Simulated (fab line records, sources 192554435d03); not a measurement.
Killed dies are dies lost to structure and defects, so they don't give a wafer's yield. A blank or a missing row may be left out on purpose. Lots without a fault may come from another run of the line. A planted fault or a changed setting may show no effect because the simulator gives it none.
Problem report in the 8D (eight disciplines) form, filled by code | flow n5_finfet | the parts of the form that need people (team, actions taken, sign-off) are left out

1. THE PROBLEM
exposure_dose_mJ_cm2 at N5_ZERO_LAYER_EXPOSE_08 reads a mean of 15.806 on 9 wafers of 3 lots; wafers without a fault read 16.190 with a standard deviation of 0.017. That is -23 standard deviations from the usual mean.
The step: exposes mask ZERO, defocus 0 nm, target cd 2000 nm.
First seen on wafer L554.1, day 3 06:28, on krf_scanner-02. The record holds 21 wafers of 7 lots with a number at this step. Rule for "out", or "out of limits": more than 4 standard deviations from the usual mean. The other wafers with a number count as sound.

2. WHAT IT IS AND WHAT IT IS NOT
question                    | is                     | is not
which readings at this step | exposure_dose_mJ_cm2   | -
which lots                  | L554, L555, L557       | L547, L552, L562, L570
which wafers of those lots  | all that have a number | -
read on which tools         | krf_scanner-02         | krf_scanner-01
when                        | from day 3 06:28       | up to then (6 sound wafers); but 6 sound wafers of L562, L570 came after

3. SUSPECTS, AND WHAT RULES EACH OUT
Counting: a tool at a process step up to the reading stays a suspect if it ran every lot that is out and no sound lot after the first of them.
- krf_scanner-02 at N5_ZERO_LAYER_EXPOSE_08 (exposes mask ZERO, defocus 0 nm, target cd 2000 nm): kept. It ran every lot that is out, first L554 (day 3 06:28), and no sound lot after that; its last sound lot up to then is L552 (day 2 18:36). Its own readings are out on those wafers: exposure_dose_mJ_cm2.
Left after counting: krf_scanner-02 at N5_ZERO_LAYER_EXPOSE_08.

4. THE CAUSE (what the simulator had put in)
Process parameter drift: krf_scanner-02, from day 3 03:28 on, at N5_ZERO_LAYER_EXPOSE_08. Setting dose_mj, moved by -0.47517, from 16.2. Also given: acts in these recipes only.
Counting left only this tool.

5. THE CHAIN OF EFFECTS, in route order
Each row: a reading whose mean over the struck wafers that have a number lies more than 3 standard deviations from the usual. Only readings for which the record gives a usual standard deviation are gone through. hours: the time from each lot's start at the first step in this table that gives one to its start at this step, as a median over the lots. sigmas: the change in usual standard deviations.
hours | step                    | reading              | usual  | on struck wafers | change | sigmas
0     | N5_ZERO_LAYER_EXPOSE_08 | exposure_dose_mJ_cm2 | 16.190 | 15.806           | -0.384 | -23
The process steps in it:
- N5_ZERO_LAYER_EXPOSE_08: exposes mask ZERO, defocus 0 nm, target cd 2000 nm.

6. WHAT WOULD HAVE CAUGHT IT SOONER
In this record the first reading out of limits was taken at day 3 06:28, 3 hours after the fault began at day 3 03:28.
